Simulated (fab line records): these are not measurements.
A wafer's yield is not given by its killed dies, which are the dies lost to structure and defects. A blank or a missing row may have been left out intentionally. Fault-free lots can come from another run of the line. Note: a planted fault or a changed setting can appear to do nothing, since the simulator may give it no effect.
fab line records -- flow nandHarc
[record] lots = 11, wafers = 33, lastDay = 24
route steps=1159 shown P_M2@340 P_BONDPAD@369 END@1159
lots that met no fault: taken from a fault-free run of the same line
startH: hours from the record's opening day to when the first of the lot's shown wafers began -- waitH: hours from the lot's prior step to this one -- " repeats the value in the row above -- L1.1+2: one row covering several wafers at once -- - value missing, or start not given -- * or withheld: withheld -- < > ~ a bound
route shown NAME@n: names a module that has steps shown in the file, with the first one's number in the route -- usual: mean and standard deviation over wafers with no fault -- same: alike in all rows -- chamber/n: place in a boat -- sites: the reading at each site -- _std_site: standard deviation of those values -- _edge_site: inner sites' mean taken away from outer sites' mean -- radiusMm: how far each site lies from the wafer's centre -- mask NAME#n: copy n -- behind: the last tool/chamber to shape the wafer -- hold: reason for holding the lot/hours on hold/outcome of the hold -- device: the transistor (n, p or np) that didn't switch -- end of line: the route-end tests of the same wafers -- a step given without rows: its recipe and nothing more -- killed: the dies lost at the first sort to structure and to defects; this is not the yield of the wafer -- map: dies across one wafer; x = killed, . = not, _ = none there
set.NAME: the setting as run; set.NAME@STEP: as run at that earlier step -- model.NAME: the simulator's own value behind a step, which no gauge read
route steps across a sampled set of lots; one table per step, one row per wafer
services: the hour from which a tool's chamber was out of use, counted from the record's first day as startH (under 0 if before that day), plus the number of hours and why
[[steps]]
[step NHARC_P_M2_PVD_20]
[recipe] targetThkA = 50, biasV = 168.6, powerW = 15000, chamberPressurePa = 0.12, timeS = 8.06, substrateTempC = 50, material = TaN
[usual] throttleValvePct = 30.2/0.65
lot.wafer,tool,chamber,startH,waitH,throttleValvePct
L570.4,pvdSputter-01,-,-,-,30.5
L570.6,pvdSputter-01,-,-,-,30.7
L570.5,pvdSputter-01,-,-,-,30.3
L569.1,pvdSputter-03,-,-,-,29.7
L569.2,pvdSputter-03,-,-,-,29.9
L569.6,pvdSputter-03,-,-,-,31.0
L571.3,pvdSputter-02,-,-,-,30.1
L571.1,pvdSputter-02,-,-,-,29.7
L571.5,pvdSputter-02,-,-,-,29.8
L576.1,pvdSputter-01,-,-,-,28.9
L576.4,pvdSputter-01,-,-,-,30.7
L576.2,pvdSputter-01,-,-,-,31.2
L577.2,pvdSputter-02,-,-,-,30.0
L577.3,pvdSputter-02,-,-,-,29.8
L577.1,pvdSputter-02,-,-,-,30.3
L585.4,pvdSputter-03,-,-,-,29.7
L585.1,pvdSputter-03,-,-,-,29.9
L585.5,pvdSputter-03,-,-,-,30.0
L587.3,pvdSputter-03,-,-,-,30.9
L587.2,pvdSputter-03,-,-,-,29.9
L587.6,pvdSputter-03,-,-,-,30.7
L588.2,pvdSputter-02,-,-,-,30.0
L588.4,pvdSputter-02,-,-,-,30.3
L588.5,pvdSputter-02,-,-,-,30.4
L589.4,pvdSputter-03,-,-,-,29.6
L589.1,pvdSputter-03,-,-,-,30.8
L589.5,pvdSputter-03,-,-,-,29.8
L591.3,pvdSputter-01,-,-,-,31.2
L591.1,pvdSputter-01,-,-,-,29.0
L591.2,pvdSputter-01,-,-,-,30.9
L590.4,pvdSputter-03,-,-,-,29.8
L590.2,pvdSputter-03,-,-,-,29.3
L590.5,pvdSputter-03,-,-,-,29.6
[step NHARC_P_BONDPAD_ETCH_12]
[recipe] targetDepthA = 2000, timeS = 100, chf3FlowSccm = 50, o2FlowSccm = 10, arFlowSccm = 200, rfW = 500, biasW = 200, chemistry = CHF3/O2
[usual] drypumpMotorCurrentA = 5.65/0.2, oesProductAu = 0.942/0.022, rfVppV = 372.1/1.6, runLengthS = 121.4/0.57, showerheadPlenumPTorr = 2.47/0.063, throttleValvePct = 20.573/0.0094
lot.wafer,tool,chamber,startH,waitH,drypumpMotorCurrentA,oesProductAu,rfHoursCounterH,rfVppV,runLengthS,showerheadPlenumPTorr,throttleValvePct
L570.4,rieDiel-10,2,-,-,5.58,0.977,11,370.8,120.3,2.44,20.573
L570.5,rieDiel-10,3,-,-,5.84,0.957,-,372.8,121.5,2.58,20.580
L570.6,rieDiel-10,0,-,-,5.69,0.975,-,373.0,121.5,2.44,20.574
L569.1,rieDiel-10,1,-,-,5.43,0.930,12,371.7,122.5,2.44,20.563
L569.2,rieDiel-10,2,-,-,5.60,0.936,12,370.6,120.4,2.44,20.562
L569.6,rieDiel-10,2,-,-,5.59,0.925,-,371.8,120.6,2.44,20.568
L571.3,rieDiel-10,0,-,-,5.69,0.938,13,371.3,121.0,2.44,20.572
L571.1,rieDiel-10,2,-,-,5.56,0.926,13,370.9,120.5,2.44,20.563
L571.5,rieDiel-10,0,-,-,5.69,0.941,-,371.2,121.3,2.44,20.555
L576.1,rieDiel-10,3,-,-,5.88,0.974,15,373.8,121.6,2.58,20.564
L576.4,rieDiel-10,0,-,-,5.67,0.987,15,371.6,121.2,2.44,20.562
L576.2,rieDiel-10,2,-,-,5.59,0.981,15,371.2,120.4,2.44,20.590
L577.1,rieDiel-10,3,-,-,5.87,0.947,0,373.7,121.6,2.58,20.571
L577.3,rieDiel-10,0,-,-,5.67,0.975,0,372.0,121.1,2.44,20.576
L577.2,rieDiel-10,2,-,-,5.55,0.953,0,371.7,120.6,2.44,20.580
L585.4,rieDiel-10,2,-,-,5.56,0.976,5,370.9,120.6,2.44,20.576
L585.1,rieDiel-10,3,-,-,5.86,0.967,5,373.5,121.6,2.57,20.575
L585.5,rieDiel-10,3,-,-,5.87,0.978,-,373.6,121.8,2.57,20.586
L587.2,rieDiel-10,2,-,-,5.57,0.930,7,372.5,120.3,2.44,20.581
L587.3,rieDiel-10,3,-,-,5.86,0.922,7,376.1,121.8,2.57,20.564
L587.6,rieDiel-10,2,-,-,5.59,0.929,-,370.4,120.4,2.44,20.570
L588.4,rieDiel-10,3,-,-,5.86,0.923,7,375.6,122.1,2.57,20.583
L588.2,rieDiel-10,0,-,-,5.67,0.925,6,372.0,121.0,2.44,20.563
L588.5,rieDiel-10,3,-,-,5.85,0.931,-,373.3,121.7,2.57,20.584
L589.4,rieDiel-10,0,-,-,5.66,0.973,7,371.9,121.0,2.44,20.586
L589.1,rieDiel-10,1,-,-,5.42,0.973,8,370.1,122.5,2.43,20.571
L589.5,rieDiel-10,0,-,-,5.68,0.978,-,371.7,120.9,2.44,20.565
L591.2,rieDiel-10,3,-,-,5.85,0.920,8,374.6,121.6,2.57,20.589
L591.3,rieDiel-10,0,-,-,5.66,0.919,8,371.8,121.1,2.44,20.572
L591.1,rieDiel-10,2,-,-,5.56,0.928,8,371.9,120.4,2.44,20.561
L590.4,rieDiel-04,2,-,-,5.57,0.987,50,373.6,121.8,2.51,20.561
L590.2,rieDiel-04,3,-,-,6.05,0.968,53,371.3,121.5,2.39,20.562
L590.5,rieDiel-04,2,-,-,5.56,0.981,-,372.5,121.9,2.51,20.569
[step NHARC_P_BONDPAD_ETCH_24]
[recipe] targetDepthA = 300, overEtchFrac = 0.3, timeS = 72.99, ionEnergyEv = 150, cf4FlowSccm = 50, n2FlowSccm = 100, arFlowSccm = 150, rfW = 300, biasW = 100, chemistry = CF4/N2
[usual] drypumpMotorCurrentA = 5.64/0.22, oesProductAu = 1.002/0.011, rfVppV = 315.4/1.3, runLengthS = 94.4/0.52, showerheadPlenumPTorr = 2.70/0.065, throttleValvePct = 19.793/0.0087
lot.wafer,tool,chamber,startH,waitH,drypumpMotorCurrentA,oesProductAu,rfHoursCounterH,rfVppV,runLengthS,showerheadPlenumPTorr,throttleValvePct
L570.4,rieDiel-10,1,135.38,-,5.41,0.996,11,314.6,95.1,2.66,19.806
L570.5,rieDiel-10,0,135.38,-,5.69,1.020,-,314.9,94.3,2.67,19.804
L570.6,rieDiel-10,1,135.38,-,5.41,1.010,-,314.5,95.1,2.66,19.807
L569.2,rieDiel-04,2,140.16,-,5.63,1.016,6,316.2,94.5,2.76,19.802
L569.1,rieDiel-04,3,140.16,-,6.06,1.011,7,313.4,94.8,2.63,19.800
L569.6,rieDiel-04,3,140.16,-,6.04,1.005,-,313.0,94.5,2.63,19.808
L571.1,rieDiel-10,3,155.97,-,5.92,1.012,13,317.5,94.5,2.81,19.796
L571.3,rieDiel-10,2,155.97,-,5.58,1.004,13,316.0,93.6,2.67,19.800
L571.5,rieDiel-10,3,155.97,-,5.88,1.010,-,316.5,94.7,2.82,19.782
L576.2,rieDiel-04,1,174.71,-,5.21,0.992,20,315.3,94.6,2.76,19.798
L576.1,rieDiel-04,3,174.71,-,6.05,1.013,22,313.8,94.6,2.63,19.789
L576.4,rieDiel-04,0,174.71,-,5.74,0.996,21,315.1,93.8,2.73,19.783
L577.1,rieDiel-10,2,188.14,-,5.60,1.004,0,316.1,93.6,2.67,19.805
L577.2,rieDiel-10,3,188.14,-,5.85,0.990,0,317.4,94.6,2.81,19.800
L577.3,rieDiel-10,0,188.14,-,5.68,1.011,0,315.8,94.0,2.67,19.798
L585.1,rieDiel-04,0,234.24,-,5.73,0.996,41,315.4,76.8,2.72,19.776
L585.4,rieDiel-04,1,234.24,-,5.19,0.994,39,314.8,94.5,2.75,19.790
L585.5,rieDiel-04,0,234.24,-,5.74,1.005,-,316.5,77.5,2.72,19.789
L587.2,rieDiel-04,0,249.67,-,5.78,1.006,49,316.4,77.1,2.72,19.794
L587.3,rieDiel-04,1,249.67,-,5.19,1.006,47,316.0,94.2,2.75,19.790
L587.6,rieDiel-04,1,249.67,-,5.19,0.999,-,316.8,94.6,2.75,19.778
L588.4,rieDiel-10,3,250.47,-,5.86,0.984,7,318.6,94.7,2.81,19.800
L588.2,rieDiel-10,0,250.47,-,5.69,0.993,7,314.8,94.5,2.66,19.794
L588.5,rieDiel-10,0,250.47,-,5.69,0.997,-,315.5,94.0,2.66,19.787
L589.4,rieDiel-10,3,256.24,-,5.85,0.987,8,316.6,94.8,2.81,19.794
L589.1,rieDiel-10,1,256.24,-,5.40,0.991,8,314.7,94.8,2.66,19.795
L589.5,rieDiel-10,3,256.24,-,5.86,0.989,-,317.3,94.9,2.81,19.775
L591.3,rieDiel-10,2,260.07,-,5.57,1.013,8,315.0,93.6,2.66,19.799
L591.1,rieDiel-10,3,260.07,-,5.87,0.996,8,318.2,94.8,2.81,19.804
L591.2,rieDiel-10,0,260.07,-,5.69,1.005,8,313.4,94.3,2.66,19.793
L590.2,rieDiel-10,3,260.55,-,5.87,0.987,9,315.9,94.9,2.81,19.803
L590.4,rieDiel-10,0,260.55,-,5.66,1.000,8,315.6,94.0,2.66,19.783
L590.5,rieDiel-10,0,260.55,-,5.67,0.999,-,315.6,94.2,2.66,19.799
[step NHARC_P_BONDPAD_INSPECT_23]
[usual] rawDefectCount = 360/140
lot.wafer,tool,chamber,startH,waitH,rawDefectCount
L570.4,defectInspect-01,-,137.47,0.0,291
L570.5,defectInspect-01,-,137.47,0.0,261
L570.6,defectInspect-01,-,137.47,0.0,296
L569.1,defectInspect-01,-,142.36,0.0,272
L569.2,defectInspect-01,-,142.36,0.0,284
L569.6,defectInspect-01,-,142.36,0.0,400
L571.1,defectInspect-01,-,157.99,0.0,437
L571.3,defectInspect-01,-,157.99,0.0,294
L571.5,defectInspect-01,-,157.99,0.0,451
L576.1,defectInspect-01,-,176.81,0.0,393
L576.2,defectInspect-01,-,176.81,0.0,296
L576.4,defectInspect-01,-,176.81,0.0,513
L577.1,defectInspect-01,-,190.13,0.0,666
L577.2,defectInspect-01,-,190.13,0.0,550
L577.3,defectInspect-01,-,190.13,0.0,378
L585.1,defectInspect-01,-,236.26,0.0,174
L585.4,defectInspect-01,-,236.26,0.0,223
L585.5,defectInspect-01,-,236.26,0.0,370
L587.2,defectInspect-02,-,251.79,0.0,228
L587.3,defectInspect-02,-,251.79,0.0,419
L587.6,defectInspect-02,-,251.79,0.0,384
L588.2,defectInspect-01,-,252.64,0.0,245
L588.4,defectInspect-01,-,252.64,0.0,149
L588.5,defectInspect-01,-,252.64,0.0,141
L589.1,defectInspect-01,-,258.34,0.0,606
L589.4,defectInspect-01,-,258.34,0.0,708
L589.5,defectInspect-01,-,258.34,0.0,465
L591.1,defectInspect-01,-,262.14,0.0,349
L591.2,defectInspect-01,-,262.14,0.0,340
L591.3,defectInspect-01,-,262.14,0.0,464
L590.2,defectInspect-02,-,262.60,0.0,333
L590.4,defectInspect-02,-,262.60,0.0,290
L590.5,defectInspect-02,-,262.60,0.0,237
[step NHARC_END_SORT_01]
[recipe] tempC = 25
[usual] defectLimitedYield = 95.5/1.3, killedAtArray = 27/8.8, killedAtOther = 0.4/0.82, killedAtPeriphery = 3.1/2.1, killedDies = 31/8.8, killedOpen = 3.3/2, killedShort = 2.0/1.4, sort_bin_2_pct = 1.3/0.56, sort_bin_3_pct = 0.25/0.21, sort_bin_4_pct = 2.9/0.89, sortNPass = 646/8.8, sortRimYieldPct = 95.8/2.7, sortYieldPct = 95.5/1.3
[same] grossDies = 677, sort_bin_5_pct[%] = 0, sort_bin_6_pct[%] = 0, sort_bin_7_pct[%] = 0, sort_bin_8_pct[%] = 0, sortRimNGross = 106.00
lot.wafer,tool,chamber,startH,waitH,defectLimitedYield[%],killedAtArray,killedAtOther,killedAtPeriphery,killedDies,killedOpen,killedShort,sort_bin_2_pct[%],sort_bin_3_pct[%],sort_bin_4_pct[%],sortNPass,sortRimYieldPct[%],sortYieldPct[%]
L570.4,prober-02,0,454.60,3.4,94.7,33,0,3,36,3,4,1.9,0.30,3.1,641,96.2,94.7
L570.5,prober-02,0,455.40,3.7,93.5,40,1,3,44,5,3,3.1,0.44,3.0,633,97.2,93.5
L570.6,prober-02,0,456.21,4.0,93.4,40,0,5,45,4,3,1.2,0.30,5.2,632,94.3,93.4
L571.1,prober-01,0,474.56,2.5,94.4,37,0,1,38,3,1,1.2,0.15,4.3,639,95.3,94.4
L571.3,prober-01,0,476.16,3.1,94.2,37,1,1,39,3,1,1.8,0.30,3.7,638,93.4,94.2
L571.5,prober-01,0,477.76,3.7,95.7,29,0,0,29,0,0,0.9,0.15,3.2,648,95.3,95.7
L585.1,prober-02,0,546.00,2.5,95.4,26,0,5,31,8,0,1.5,0.30,2.8,646,95.3,95.4
L585.4,prober-02,0,548.40,3.4,96.2,24,0,2,26,5,1,1.2,0.15,2.5,651,95.3,96.2
L585.5,prober-02,0,549.20,3.7,95.9,27,0,1,28,6,1,1.2,0.30,2.7,649,92.5,95.9
L588.2,prober-02,0,562.39,2.8,95.6,27,0,3,30,2,0,1.3,0.15,3.0,647,99.1,95.6
L588.4,prober-02,0,563.96,3.4,95.3,26,1,5,32,5,2,1.2,0.15,3.4,645,97.2,95.3
L588.5,prober-02,0,564.75,3.7,95.1,28,1,4,33,3,1,0.9,0.44,3.5,644,98.1,95.1
// killed by level:class
L570.4 A_CHANNEL_HOLE_D1:chamberFilmFlake=13 A_SLIT:chamberFilmFlake=9 A_CONTACT:chamberFilmFlake=4 A_CONTACT:geometricParticle:short=2 P_GATE:chamberFilmFlake=2 P_M2:geometricParticle:open=1 A_CHANNEL_FILL_D1:geometricParticle:open=1 A_CHANNEL_FILL_D1:geometricParticle:short=1
L570.5 A_CHANNEL_HOLE_D1:chamberFilmFlake=18 A_SLIT:chamberFilmFlake=7 A_STAIRCASE:chamberFilmFlake=5 A_CONTACT:chamberFilmFlake=5 P_CONTACT:geometricParticle:open=1 P_M0:geometricParticle:short=1 P_M1:geometricParticle:open=1 A_ONON_D1:geometricParticle:short=1
L570.6 A_CHANNEL_HOLE_D1:chamberFilmFlake=14 A_SLIT:chamberFilmFlake=9 A_CONTACT:chamberFilmFlake=6 P_ZERO_WELL:chamberFilmFlake=3 A_STAIRCASE:chamberFilmFlake=3 A_CHANNEL_FILL_D1:geometricParticle:short=2 A_CONTACT:geometricParticle:open=2 A_ZERO_WELL:chamberFilmFlake=2
L571.1 A_CHANNEL_HOLE_D1:chamberFilmFlake=10 A_SLIT:chamberFilmFlake=7 A_M1:chamberFilmFlake=6 A_CONTACT:chamberFilmFlake=3 A_CONTACT:geometricParticle:open=2 A_ZERO_WELL:chamberFilmFlake=2 A_WL_FILL:chamberFilmFlake=2 A_BLC:chamberFilmFlake=2
L571.3 A_CHANNEL_HOLE_D1:chamberFilmFlake=13 A_SLIT:chamberFilmFlake=12 A_CONTACT:chamberFilmFlake=4 A_STAIRCASE:chamberFilmFlake=2 P_M0:geometricParticle:open=1 A_WL_FILL:geometricParticle:short=1 A_CONTACT:geometricParticle:open=1 STARTING-WAFER:geometricParticle:open=1
L571.5 A_SLIT:chamberFilmFlake=10 A_CHANNEL_HOLE_D1:chamberFilmFlake=9 A_STAIRCASE:chamberFilmFlake=3 A_CONTACT:chamberFilmFlake=3 A_M1:chamberFilmFlake=2 A_ZERO_WELL:chamberFilmFlake=1 A_CHANNEL_FILL_D1:chamberFilmFlake=1
L585.1 A_CHANNEL_HOLE_D1:chamberFilmFlake=9 A_SLIT:chamberFilmFlake=9 P_M0:geometricParticle:open=3 A_M0:geometricParticle:open=2 A_CONTACT:chamberFilmFlake=2 A_CONTACT:geometricParticle:open=1 A_WL_FILL:geometricParticle:open=1 A_BLC:geometricParticle:open=1
L585.4 A_SLIT:chamberFilmFlake=14 A_CHANNEL_HOLE_D1:chamberFilmFlake=3 A_CHANNEL_FILL_D1:geometricParticle:open=2 A_CHANNEL_FILL_D1:geometricParticle:short=1 A_CONTACT:geometricParticle:open=1 A_BLC:geometricParticle:open=1 A_M0:geometricParticle:open=1 P_STI:chamberFilmFlake=1
L585.5 A_SLIT:chamberFilmFlake=11 A_CHANNEL_HOLE_D1:chamberFilmFlake=5 A_CONTACT:chamberFilmFlake=4 A_M0:geometricParticle:open=2 P_M0:geometricParticle:open=1 A_ONON_D1:geometricParticle:open=1 A_STAIRCASE:geometricParticle:short=1 A_CONTACT:geometricParticle:open=1
L588.2 A_CHANNEL_HOLE_D1:chamberFilmFlake=17 A_WL_FILL:chamberFilmFlake=4 P_GATE:chamberFilmFlake=3 A_STAIRCASE:chamberFilmFlake=2 A_CONTACT:chamberFilmFlake=2 A_SGD_CUT:geometricParticle:open=1 A_M1:geometricParticle:open=1
L588.4 A_CHANNEL_HOLE_D1:chamberFilmFlake=20 P_STI:geometricParticle:short=1 P_GATE:geometricParticle:open=1 P_CONTACT:geometricParticle:open=1 P_M0:geometricParticle:open=1 A_STAIRCASE:geometricParticle:open=1 A_SGD_CUT:geometricParticle:short=1 A_BLC:geometricParticle:open=1
L588.5 A_CHANNEL_HOLE_D1:chamberFilmFlake=21 P_GATE:chamberFilmFlake=3 A_BLC:geometricParticle:open=2 A_WL_FILL:chamberFilmFlake=2 A_CONTACT:geometricParticle:open=1 A_BLC:geometricParticle:short=1 P_STI:chamberFilmFlake=1 A_STAIRCASE:chamberFilmFlake=1
[[services]]
tool,chamber,startH,hours,kind
rieDiel-10,3,109.29,4.2,repair
rieDiel-04,-,111.90,9.0,pm
pvdSputter-01,-,118.62,0.6,repair
rieDiel-10,0,131.00,-,clean
rieDiel-10,1,131.00,-,clean
rieDiel-10,2,131.00,-,clean
rieDiel-10,3,131.00,-,clean
rieDiel-10,0,155.52,-,clean
rieDiel-10,1,155.52,-,clean
rieDiel-10,2,155.52,-,clean
rieDiel-10,3,155.52,-,clean
rieDiel-04,2,157.57,3.5,repair
pvdSputter-01,-,158.00,10.0,pm
rieDiel-10,-,176.50,9.0,pm
rieDiel-10,0,176.50,9.0,ventCycle
rieDiel-10,1,176.50,9.0,ventCycle
rieDiel-10,2,176.50,9.0,ventCycle
rieDiel-10,3,176.50,9.0,ventCycle
rieDiel-10,0,185.50,-,clean
rieDiel-10,1,185.50,-,clean
pvdSputter-02,-,188.30,6.9,repair
rieDiel-10,-,190.90,0.1,repair
rieDiel-10,0,210.45,7.4,repair
pvdSputter-02,-,215.37,10.0,pm
[[key]]
[firstSign] step = NHARC_P_BONDPAD_ETCH_24, reading = runLengthS, direction = down, sigmas = 33, usual = *, struck = *
effect none on later readings
metAt NHARC_P_BONDPAD_ETCH_24
struckLots L585,L587
struckWafers L585.1,L585.5,L587.2
notActingAt NHARC_P_M2_PVD_20,NHARC_P_BONDPAD_ETCH_12,NHARC_P_BONDPAD_INSPECT_23
onsetBetween 174.71 234.24
[fault] kind = processParameterDrift, tool = rieDiel-04, chamber = 0, onsetH = 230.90, steps = NHARC_P_BONDPAD_ETCH_24, channel = timeS, offset = *, shape = step, endH = 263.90, actsIn = *, stated = *
